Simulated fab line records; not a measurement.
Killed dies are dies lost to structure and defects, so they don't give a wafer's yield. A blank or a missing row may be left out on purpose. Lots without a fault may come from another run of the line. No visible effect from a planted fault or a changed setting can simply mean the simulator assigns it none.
Which tool was responsible? + flow n5Finfet + 24 lots, 72 wafers sampled, at 2 steps of a route of 1938

## WHAT THE GAUGES READ, wafer by wafer
N5_BEOL_M1_CD_MEAS_28: target cd y 23.3 nm.
| lot  | measured     | on       | cdNm (nm)         |
|------|--------------|----------|-------------------|
| L074 | day 6 04:36  | cdSem-01 | 24.45 23.81 24.58 |
| L075 | day 6 09:10  | cdSem-02 | 24.30 24.21 23.83 |
| L076 | day 6 18:32  | cdSem-03 | 24.40 24.18 24.33 |
| L077 | day 6 22:12  | cdSem-02 | 24.34 23.30 24.14 |
| L079 | day 7 09:43  | cdSem-02 | 24.02 24.30 23.95 |
| L078 | day 7 13:08  | cdSem-01 | 24.49 24.01 24.44 |
| L080 | day 7 17:14  | cdSem-01 | 24.39 24.31 24.26 |
| L081 | day 7 19:21  | cdSem-01 | 24.31 23.80 24.38 |
| L082 | day 8 11:22  | cdSem-03 | 23.85 24.11 23.96 |
| L083 | day 8 20:49  | cdSem-01 | 24.44 23.62 24.01 |
| L084 | day 8 21:16  | cdSem-03 | 24.45 23.92 23.47 |
| L085 | day 9 08:01  | cdSem-03 | 24.06 23.79 23.68 |
| L086 | day 9 11:43  | cdSem-01 | 24.17 24.17 24.19 |
| L088 | day 9 19:05  | cdSem-01 | 23.83 24.72 24.32 |
| L087 | day 9 19:19  | cdSem-01 | 23.82 23.74 23.74 |
| L090 | day 10 04:08 | cdSem-03 | 24.17 24.00 24.26 |
| L089 | day 10 04:33 | cdSem-01 | 23.30 23.85 23.61 |
| L091 | day 10 10:46 | cdSem-02 | 24.18 23.98 23.85 |
| L092 | day 10 13:11 | cdSem-02 | 23.69 24.09 23.87 |
| L093 | day 11 04:21 | cdSem-01 | 23.88 24.09 23.86 |
| L094 | day 11 04:58 | cdSem-02 | 24.13 24.04 23.88 |
| L095 | day 11 17:30 | cdSem-01 | 24.09 24.05 23.66 |
| L096 | day 11 22:44 | cdSem-01 | 23.83 24.34 24.05 |
| L097 | day 12 02:22 | cdSem-03 | 23.90 24.13 23.90 |

## TOOL THAT RAN EACH LOT (tool first, then ch and the chambers of the sampled wafers, then the start)
| lot  | N5_BEOL_M0_PRE_CLEAN_131        |
|------|---------------------------------|
| L074 | cvdCo-02 ch 0,1, day 6 01:40    |
| L075 | cvdCo-01 ch 0,2, day 6 05:50    |
| L076 | cvdCo-01 ch 0,2, day 6 15:38    |
| L077 | cvdCo-02 ch 0,2, day 6 18:50    |
| L079 | cvdCo-02 ch 0,1,2, day 7 07:31  |
| L078 | cvdCo-01 ch 0,1, day 7 10:19    |
| L080 | cvdCo-01 ch 0,1,2, day 7 14:39  |
| L081 | cvdCo-02 ch 0,1,2, day 7 16:15  |
| L082 | cvdCo-01 ch 0,2, day 8 09:02    |
| L083 | cvdCo-02 ch 0,1,2, day 8 16:03  |
| L084 | cvdCo-01 ch 0,1,2, day 8 18:05  |
| L085 | cvdCo-01 ch 1,2, day 9 05:19    |
| L086 | cvdCo-02 ch 0,1,2, day 9 09:25  |
| L088 | cvdCo-02 ch 0,1,2, day 9 13:28  |
| L087 | cvdCo-02 ch 0,1, day 9 14:07    |
| L090 | cvdCo-01 ch 0,1,2, day 9 21:25  |
| L089 | cvdCo-01 ch 0,1,2, day 9 22:19  |
| L091 | cvdCo-02 ch 0,1,2, day 10 06:37 |
| L092 | cvdCo-01 ch 0,2, day 10 10:00   |
| L093 | cvdCo-01 ch 0,1,2, day 11 00:31 |
| L094 | cvdCo-01 ch 0,1, day 11 01:16   |
| L095 | cvdCo-01 ch 1,2, day 11 15:12   |
| L096 | cvdCo-01 ch 0,1,2, day 11 20:33 |
| L097 | cvdCo-02 ch 0,1, day 11 23:34   |
- N5_BEOL_M0_PRE_CLEAN_131: time 15 s.

## WHAT THE TOOLS THEMSELVES READ (means of the sampled wafers that have a number; where no wafer has one, the mark that the record gives instead)
N5_BEOL_M0_PRE_CLEAN_131.
| lot  | tool     | heaterPowerW (W) |
|------|----------|------------------|
| L074 | cvdCo-02 | 93               |
| L075 | cvdCo-01 | 88               |
| L076 | cvdCo-01 | 97               |
| L077 | cvdCo-02 | 75               |
| L079 | cvdCo-02 | 88               |
| L078 | cvdCo-01 | 103              |
| L080 | cvdCo-01 | 92               |
| L081 | cvdCo-02 | 87               |
| L082 | cvdCo-01 | 90               |
| L083 | cvdCo-02 | 88               |
| L084 | cvdCo-01 | 94               |
| L085 | cvdCo-01 | 88               |
| L086 | cvdCo-02 | 87               |
| L088 | cvdCo-02 | 87               |
| L087 | cvdCo-02 | 75               |
| L090 | cvdCo-01 | 92               |
| L089 | cvdCo-01 | 93               |
| L091 | cvdCo-02 | 86               |
| L092 | cvdCo-01 | 89               |
| L093 | cvdCo-01 | 93               |
| L094 | cvdCo-01 | 97               |
| L095 | cvdCo-01 | 90               |
| L096 | cvdCo-01 | 93               |
| L097 | cvdCo-02 | 85               |

## THE ANSWER, worked out from the rows above alone
Rule: the usual values come from the lots themselves. The widest of any qualifying gaps counts: lots, ordered by their means at a reading, are off when they make up no more than a third of the lots, leave a main group of 4 or more, and stand apart from it by 3 or more times the standard deviation of that group's means. If all means in a main group match to the digits the tables above print for the reading, that group is not used. A lot without any number at a reading at which 4 lots or more have one is off too. The other lots that the step has rows for count as sound. The gauges are gone through in route order, then the tools' own readings, and for those a lot's mean is taken as printed above. The first step at which some lot is off is used, and at that step the reading that is off furthest; a lot without a number counts as furthest.
Across all readings shown, no lot is off: no conclusion can be drawn from this.

## WHAT HAD BEEN PUT IN BY THE SIMULATOR
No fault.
